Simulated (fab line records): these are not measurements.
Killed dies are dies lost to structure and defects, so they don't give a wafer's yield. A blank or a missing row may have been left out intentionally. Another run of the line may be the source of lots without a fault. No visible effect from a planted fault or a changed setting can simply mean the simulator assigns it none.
Problem report, 8D (eight disciplines) form, completed by code || flow n5 finfet || the parts of the form that need people (team, actions taken, sign-off) are left out

== 1. WHAT IS WRONG ==
mfc cl2 sccm at N5_FIN_SAQP_MANDREL_ETCH_22 reads a mean of 73.90 sccm on 1 wafer of 1 lot; wafers without a fault read 80.05 sccm with a standard deviation of 0.23. Relative to the usual mean, that is a shift of -27 standard deviations.
The step: etches a-Si in HBr/Cl2, stops on SiNx, target depth 60 nm, bt time 10 s, time 30 s.
First seen on wafer L685.1, day 5 04:23, on rie si-01. The record has a number at this step for 15 wafers belonging to 5 lots. Rule for "out", or "out of limits": more than 4 standard deviations from the usual mean. All remaining wafers that have a number are taken as sound.

== 2. WHAT IT IS AND WHAT IT IS NOT ==
{"question": "which readings at this step", "is": "mfc cl2 sccm", "is not": "drypump motor current A, oes product au, throttle valve pct"}
{"question": "which lots", "is": "L685", "is not": "L675, L677, L687, L695"}
{"question": "which wafers of those lots", "is": "L685.1", "is not": "L685.3, L685.6"}
{"question": "read on which tools", "is": "rie si-01", "is not": "rie si-04, rie si-06"}
{"question": "when", "is": "from day 5 04:23", "is not": "up to then (8 sound wafers); but 6 sound wafers of L687, L695 came after"}

== 3. THE SUSPECTS, EACH WITH WHAT RULES IT OUT ==
Counting: if a tool at a process step up to the reading ran every lot that is out, it stays a suspect. Sound lots after the first of them don't rule it out here, since some wafers of a struck lot are sound.
- rie diel-05 at N5_FIN_SAQP_DESCUM_21 (chemistry O2, time 7.9 s): kept. L685, the lot that is out, went through it at day 5 04:07; up to then, the latest sound lot through it was L677 at day 3 03:39.
- rie diel-05 at N5_FIN_SAQP_ETCH_51 (etches SiARC in CF4, target depth 45.5 nm, time 75.8 s): kept. L685, the lot that is out, went through it at day 5 04:09; up to then, the latest sound lot through it was L677 at day 3 03:41.
- rie diel-05 at N5_FIN_SAQP_ETCH_52 (etches SOC in N2/H2, target depth 100 nm, overetch 20 nm, time 150 s): kept. L685, the lot that is out, went through it at day 5 04:12; up to then, the latest sound lot through it was L677 at day 3 03:44.
- rie diel-05 at N5_FIN_SAQP_HM_OPEN_73 (chemistry CHF3/O2, target SiO2, stops on a-Si, target depth 12 nm, time 16.8 s): kept. L685, the lot that is out, went through it at day 5 04:19; up to then, the latest sound lot through it was L677 at day 3 03:51.
- rie si-01 at N5_FIN_SAQP_MANDREL_ETCH_22 (etches a-Si in HBr/Cl2, stops on SiNx, target depth 60 nm, bt time 10 s, time 30 s): kept. L685, the lot that is out, went through it at day 5 04:23; up to then, the latest sound lot through it was L675 at day 2 16:09. On those wafers its own readings are out: mfc cl2 sccm.
- At N5_FIN_SAQP_DESCUM_21, inside rie diel-05: chamber 3 took the wafers that are out, while their sound lot-mates went through chambers 0, 1.
- At N5_FIN_SAQP_ETCH_51, inside rie diel-05: chamber 3 took the wafers that are out, while their sound lot-mates went through chambers 0, 1.
- At N5_FIN_SAQP_ETCH_52, inside rie diel-05: chamber 3 took the wafers that are out, while their sound lot-mates went through chambers 0, 1.
- At N5_FIN_SAQP_HM_OPEN_73, inside rie diel-05: chamber 3 took the wafers that are out, while their sound lot-mates went through chambers 0, 1.
- At N5_FIN_SAQP_MANDREL_ETCH_22, inside rie si-01: chamber 1 took the wafers that are out, while their sound lot-mates went through chambers 0, 3.
Left after counting: rie diel-05 at N5_FIN_SAQP_DESCUM_21, rie diel-05 at N5_FIN_SAQP_ETCH_51, rie diel-05 at N5_FIN_SAQP_ETCH_52, rie diel-05 at N5_FIN_SAQP_HM_OPEN_73, rie si-01 at N5_FIN_SAQP_MANDREL_ETCH_22.

== 4. THE CAUSE (what the simulator had put in) ==
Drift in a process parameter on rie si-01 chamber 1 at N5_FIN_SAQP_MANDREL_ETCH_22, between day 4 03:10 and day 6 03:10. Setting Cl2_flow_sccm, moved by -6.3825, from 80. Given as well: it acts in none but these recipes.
This tool is one of the 5 suspects left after counting.

== 5. THE EFFECT CHAIN, in route order ==
One row per reading whose mean, taken over the struck wafers that have a number, lies over 3 standard deviations from the usual. Only readings whose record carries a usual standard deviation are examined. hours: median over the lots of the time between each lot's start at the first step of this table that gives one and its start at this step. sigmas: the change, counted in usual standard deviations.
{"hours": 0, "step": "N5_FIN_SAQP_MANDREL_ETCH_22", "reading": "mfc cl2 sccm", "usual": "80.05 sccm", "on struck wafers": 73.90, "change": -6.15, "sigmas": -27}
Its process steps:
- N5_FIN_SAQP_MANDREL_ETCH_22: etches a-Si in HBr/Cl2, stops on SiNx, target depth 60 nm, bt time 10 s, time 30 s.
Later measuring or inspecting steps at which every struck wafer that the step has a row for has a number for every such reading, and none has moved that far: N5_BEOL_M4_RC_MEAS_101.

== 6. WHAT WOULD HAVE CAUGHT IT SOONER ==
In this record no reading fell out of limits until day 5 04:23, 25 hours after the fault had begun at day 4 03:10.
